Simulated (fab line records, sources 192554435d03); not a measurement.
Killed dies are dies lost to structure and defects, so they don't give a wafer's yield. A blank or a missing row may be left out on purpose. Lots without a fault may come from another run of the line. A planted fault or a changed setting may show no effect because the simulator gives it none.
Split-lot experiment | flow n5_finfet | 7 lots, 21 wafers read, on a route of 1938 steps

THE SPLIT
At N5_BEOL_M7_EXPOSE_08 (exposes mask M7), the setting dose_mj was moved away from the recipe's 68.25 on 12 of the 21 wafers read, by -5.8% to +5.4%. The other wafers ran this setting at the recipe's value.

FROM THE SPLIT TO THE READING: what the file shows between them, 15 steps
- N5_BEOL_M7_PEB_09: peb time 60 s
- N5_BEOL_M7_DEVELOP_10: develop time 30 s
- N5_BEOL_M7_CD_MEAS_11: target cd 38.5 nm
- N5_BEOL_M7_DESCUM_16: chemistry O2, time 7.9 s
- N5_BEOL_M7_ETCH_61: etches SiARC in CF4, target depth 45.5 nm, time 75.8 s
- N5_BEOL_M7_ETCH_62: etches SOC in N2/H2, target depth 110 nm, overetch 22 nm, time 165 s
- N5_BEOL_M7_STRIP_68: strips in N2/H2
- N5_BEOL_M7_STRIP_67: strips in CF4
- N5_BEOL_M7_HM_OPEN_17: chemistry Cl2/BCl3, target TiN, target depth 20 nm, overetch 6 nm
- N5_BEOL_M7_STRIP_19: strips in O2
- N5_BEOL_M7_CD_MEAS_18: pitch 80 nm, target cd 40 nm
- N5_BEOL_M7_COAT_63: time 60 s, resist thk 60 nm
- N5_BEOL_M7_COAT_64: time 60 s, resist thk 12 nm
- N5_BEOL_M7_PRECLEAN_42: cleans in residue remover, time 60 s
- N5_BEOL_M7_SRD_43: time 30 s

THE READING
cd_nm, in nm, at N5_BEOL_M7_CD_MEAS_35 (target cd 40 nm). Fault-free wafers of this fab line usually give 39.9 nm, standard deviation 0.47 nm.

wafer  | tool, chamber at the split | dose_mj as run | against the recipe | cd_nm, nm | against lot-mates on the recipe
L081.3 | arfi_scanner-03, 0         | 66.92          | -1.9%              | 38.9      | no lot-mate on the recipe
L081.4 | arfi_scanner-03, 0         | 66.92          | -1.9%              | 38.6      | no lot-mate on the recipe
L081.6 | arfi_scanner-03, 0         | 66.92          | -1.9%              | 39.4      | no lot-mate on the recipe
L083.2 | arfi_scanner-01, 0         | 68.25          | recipe             | 40.0      | -
L083.4 | arfi_scanner-01, 0         | 71.91          | +5.4%              | 42.1      | +2.1
L083.6 | arfi_scanner-01, 0         | 71.91          | +5.4%              | 42.6      | +2.6
L087.2 | arfi_scanner-01, 0         | 64.28          | -5.8%              | 37.2      | -2.7
L087.5 | arfi_scanner-01, 0         | 68.25          | recipe             | 39.9      | -
L087.6 | arfi_scanner-01, 0         | 64.28          | -5.8%              | 36.9      | -3.0
L088.1 | arfi_scanner-01, 0         | 68.25          | recipe             | 40.3      | -
L088.3 | arfi_scanner-01, 0         | 68.25          | recipe             | 40.2      | -
L088.5 | arfi_scanner-01, 0         | 68.25          | recipe             | 40.6      | -
L095.2 | arfi_scanner-02, 0         | 64.66          | -5.3%              | 37.2      | -2.3
L095.3 | arfi_scanner-02, 0         | 68.25          | recipe             | 39.5      | -
L095.4 | arfi_scanner-02, 0         | 64.66          | -5.3%              | 36.8      | -2.7
L097.3 | arfi_scanner-02, 0         | 68.25          | recipe             | 40.5      | -
L097.5 | arfi_scanner-02, 0         | 71.81          | +5.2%              | 42.4      | +1.9
L097.6 | arfi_scanner-02, 0         | 71.81          | +5.2%              | 42.8      | +2.3
L089.1 | arfi_scanner-02, 0         | 68.25          | recipe             | 38.7      | -
L089.2 | arfi_scanner-02, 0         | 68.25          | recipe             | 39.8      | -
L089.5 | arfi_scanner-02, 0         | 71.6           | +4.9%              | 42.0      | +2.8

THE FIT
A straight line over all 21 wafers: cd_nm changes by +0.495 nm for each +1% of dose_mj; r = +0.97; the points scatter about the line by 0.45 nm.
The same after taking each lot's own level away (the mean of its wafers on the recipe; 18 wafers): +0.464 nm for each +1%; r = +0.99; scatter 0.31 nm.
On that fit, the largest move of dose_mj shifts the reading by 2.7 nm.
The lots' own levels span 39.25 to 40.50 nm, that is 2.7 times the standard deviation above.
So the lot-to-lot level changes the slope little: the two slopes agree.
Check: with one of the wafers moved furthest among these (-5.8%) left out of the fit, the line predicts -2.76 nm for it against its lot-mates. It came out at -2.7 nm against them.

THE WHOLE CHAIN: every reading that the file lists as answering this split, in the file's order
step                  | what it does                                                         | reading                                                               | change (the file's fit)               | r (the file's)
N5_BEOL_M7_CD_MEAS_11 | target cd 38.5 nm                                                    | cd_nm                                                                 | +0.428 nm for each +1% of the setting | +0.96
N5_BEOL_M7_ETCH_61    | etches SiARC in CF4, target depth 45.5 nm, time 75.8 s               | BEOL_M7.cd_offset_nm (the simulator's own value, which no gauge read) | +0.439 nm for each +1% of the setting | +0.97
N5_BEOL_M7_ETCH_62    | etches SOC in N2/H2, target depth 110 nm, overetch 22 nm, time 165 s | BEOL_M7.cd_offset_nm (the simulator's own value, which no gauge read) | +0.465 nm for each +1% of the setting | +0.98
N5_BEOL_M7_HM_OPEN_17 | chemistry Cl2/BCl3, target TiN, target depth 20 nm, overetch 6 nm    | BEOL_M7.cd_offset_nm (the simulator's own value, which no gauge read) | +0.447 nm for each +1% of the setting | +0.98
N5_BEOL_M7_CD_MEAS_18 | pitch 80 nm, target cd 40 nm                                         | cd_nm                                                                 | +0.447 nm for each +1% of the setting | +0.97
N5_BEOL_M7_CD_MEAS_35 | target cd 40 nm                                                      | cd_nm                                                                 | +0.464 nm for each +1% of the setting | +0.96

THE FILE'S OWN FIT
cd_nm changes by +0.464 nm for each +1% of dose_mj, r = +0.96.
